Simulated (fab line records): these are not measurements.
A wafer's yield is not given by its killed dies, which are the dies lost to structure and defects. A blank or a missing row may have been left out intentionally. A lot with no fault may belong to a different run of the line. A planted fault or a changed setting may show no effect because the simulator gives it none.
Which of the tools did it? :: flow n5 finfet :: 27 wafers from 9 lots sampled at 4 of the route's 1938 steps

== WHAT THE GAUGES SHOWED, per wafer ==
N5_MOL_CONTACT_COAG_OVL_MEAS_41.
lot: L492
measured: day 5 16:24
on: overlay-01
VD_OVL (nm): -0.3 -1.2 -0.5

lot: L493
measured: day 5 20:34
on: overlay-01
VD_OVL (nm): -1.6 -0.2 -1.3

lot: L495
measured: day 6 10:39
on: overlay-01
VD_OVL (nm): -1.0 -1.2 -1.5

lot: L498
measured: day 7 02:11
on: overlay-01
VD_OVL (nm): 9.1 8.5 9.5

lot: L502
measured: day 8 06:13
on: overlay-01
VD_OVL (nm): 8.8 9.2 8.5

lot: L505
measured: day 9 00:14
on: overlay-01
VD_OVL (nm): -0.7 0.1 0.3

lot: L508
measured: day 9 14:51
on: overlay-02
VD_OVL (nm): -1.9 -0.6 -1.2

lot: L511
measured: day 10 10:10
on: overlay-02
VD_OVL (nm): -0.7 -0.3 -0.8

lot: L512
measured: day 10 15:17
on: overlay-02
VD_OVL (nm): 0.9 -0.3 1.4

== EACH LOT AND THE TOOL THAT RAN IT (in order: tool; ch and the chambers of the sampled wafers; start) ==
lot: L492
N5_MOL_CONTACT_COAG_ALD_131: ald sin-03 ch 0,1,2, day 5 15:22
N5_MOL_CONTACT_COAG_ETCHBACK_135: rie diel-01 ch 1,3, day 5 15:41
N5_MOL_CONTACT_COAG_EXPOSE_37: euv scanner-01 ch 0, day 5 16:13

lot: L493
N5_MOL_CONTACT_COAG_ALD_131: ald sin-01 ch 0,1,2, day 5 19:23
N5_MOL_CONTACT_COAG_ETCHBACK_135: rie diel-01 ch 0,2,3, day 5 19:42
N5_MOL_CONTACT_COAG_EXPOSE_37: euv scanner-02 ch 0, day 5 20:24

lot: L495
N5_MOL_CONTACT_COAG_ALD_131: ald sin-01 ch 1,2,3, day 6 09:26
N5_MOL_CONTACT_COAG_ETCHBACK_135: rie diel-06 ch 2,3, day 6 09:48
N5_MOL_CONTACT_COAG_EXPOSE_37: euv scanner-01 ch 0, day 6 10:29

lot: L498
N5_MOL_CONTACT_COAG_ALD_131: ald sin-04 ch 0,3, day 7 01:08
N5_MOL_CONTACT_COAG_ETCHBACK_135: rie diel-06 ch 0,2,3, day 7 01:26
N5_MOL_CONTACT_COAG_EXPOSE_37: euv scanner-01 ch 0, day 7 02:01

lot: L502
N5_MOL_CONTACT_COAG_ALD_131: ald sin-01 ch 1,3, day 8 05:04
N5_MOL_CONTACT_COAG_ETCHBACK_135: rie diel-02 ch 1,2,3, day 8 05:22
N5_MOL_CONTACT_COAG_EXPOSE_37: euv scanner-01 ch 0, day 8 06:03

lot: L505
N5_MOL_CONTACT_COAG_ALD_131: ald sin-04 ch 0,1,3, day 8 23:13
N5_MOL_CONTACT_COAG_ETCHBACK_135: rie diel-02 ch 0,1,2, day 8 23:31
N5_MOL_CONTACT_COAG_EXPOSE_37: euv scanner-02 ch 0, day 9 00:04

lot: L508
N5_MOL_CONTACT_COAG_ALD_131: ald sin-04 ch 0,1, day 9 13:42
N5_MOL_CONTACT_COAG_ETCHBACK_135: rie diel-02 ch 0,1,2, day 9 14:00
N5_MOL_CONTACT_COAG_EXPOSE_37: euv scanner-02 ch 0, day 9 14:40

lot: L511
N5_MOL_CONTACT_COAG_ALD_131: ald sin-04 ch 0,1,2, day 10 09:01
N5_MOL_CONTACT_COAG_ETCHBACK_135: rie diel-01 ch 0,2,3, day 10 09:19
N5_MOL_CONTACT_COAG_EXPOSE_37: euv scanner-02 ch 0, day 10 09:59

lot: L512
N5_MOL_CONTACT_COAG_ALD_131: ald sin-04 ch 0,1,2, day 10 14:06
N5_MOL_CONTACT_COAG_ETCHBACK_135: rie diel-01 ch 0,1, day 10 14:26
N5_MOL_CONTACT_COAG_EXPOSE_37: euv scanner-02 ch 0, day 10 15:06
- N5_MOL_CONTACT_COAG_ALD_131: deposits SiO2, target thk 5 nm, pulse time 1 s, co reactant pulse time 1 s.
- N5_MOL_CONTACT_COAG_ETCHBACK_135: etches SiO2 in CHF3, target depth 25 nm, time 16.7 s.
- N5_MOL_CONTACT_COAG_EXPOSE_37: exposes mask VD, defocus 0 nm.

== THE ANSWER, worked out from the rows above alone ==
Rule: the usual values come from the lots themselves. Put in order of their means at a reading, lots are off if they are a third of the lots or fewer, leave a main group of 4 or more, and stand apart from it by a gap of 3 or more times the standard deviation of the main group's means; of several such gaps the widest counts. If all means in a main group match to the digits the tables above print for the reading, that group is not used. A lot without any number at a reading at which 4 lots or more have one is off too. The other lots that the step has rows for count as sound.
Off: L498, L502, seen at N5_MOL_CONTACT_COAG_OVL_MEAS_41 (VD_OVL). The main group has a mean of -0.6 nm with a standard deviation of 0.64.
A tool fits if, at a process step before that reading, it ran every lot that is off, and no sound lot after the first of them. Gauges at N5_MOL_CONTACT_COAG_OVL_MEAS_41: tried the same way as those tools. One fits: N5_MOL_CONTACT_COAG_EXPOSE_37 on euv scanner-01. A fault onset in the window from L495 (day 6 10:29, its last sound lot) to L498 (day 7 02:01, its first lot off) fits.

== WHAT HAD BEEN PUT IN BY THE SIMULATOR ==
Scanner matching overlay: euv scanner-01, from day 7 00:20 on, at N5_MOL_CONTACT_COAG_EXPOSE_37. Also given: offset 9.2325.
Shown lots that were struck: L498, L502. The rule above reached the same finding.
